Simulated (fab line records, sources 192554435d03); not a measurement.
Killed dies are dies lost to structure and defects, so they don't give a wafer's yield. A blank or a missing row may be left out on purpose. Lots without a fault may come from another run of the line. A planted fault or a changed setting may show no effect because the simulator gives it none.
Chamber matching | flow n5_finfet | N5_HKMG_FIN_STRIP_93 on rie_diel-04: 4 sister chambers
The step strips SOC in N2/H2, time 20 s. 4 wafers are shown with their chamber, then 9 later ones without.

WAFERS WITH THEIR CHAMBER
wafer  | chamber | drypump_motor_current_A (A)
L083.5 | 3       | 5.5
L084.3 | 2       | 5.9
L084.5 | 0       | 6.1
L084.6 | 1       | 6.2

WAFERS WITHOUT THEIR CHAMBER
wafer  | drypump_motor_current_A (A)
L086.2 | 5.9
L086.3 | 6.1
L086.5 | 6.1
L088.1 | 6.2
L088.3 | 6.1
L088.6 | 6.3
L091.2 | 5.5
L091.4 | 6.2
L091.6 | 5.5

WHICH CHAMBER EACH WENT THROUGH
wafer  | from the rows above | in truth
L086.2 | 2                   | 2
L086.3 | 0                   | 0
L086.5 | 0                   | 0
L088.1 | 1                   | 1
L088.3 | 0                   | 0
L088.6 | 1                   | 1
L091.2 | 3                   | 3
L091.4 | 1                   | 1
L091.6 | 3                   | 3
Placed correctly: 9 of 9. Can't be placed from these rows: 0. Placed wrongly: 0.
How it was worked out, from the rows above alone: a wafer's distance from a chamber is the root of the sum, over the readings, of the square of ((its reading less the chamber's mean) divided by the reading's scatter). The wafer belongs to the nearest chamber; if the next one is less than 2 further off, it can't be placed. A chamber's mean is the mean of its shown wafers. The scatter: with one shown wafer a chamber, the root of the mean of the squares of how far each hidden wafer lies from its nearest shown one.
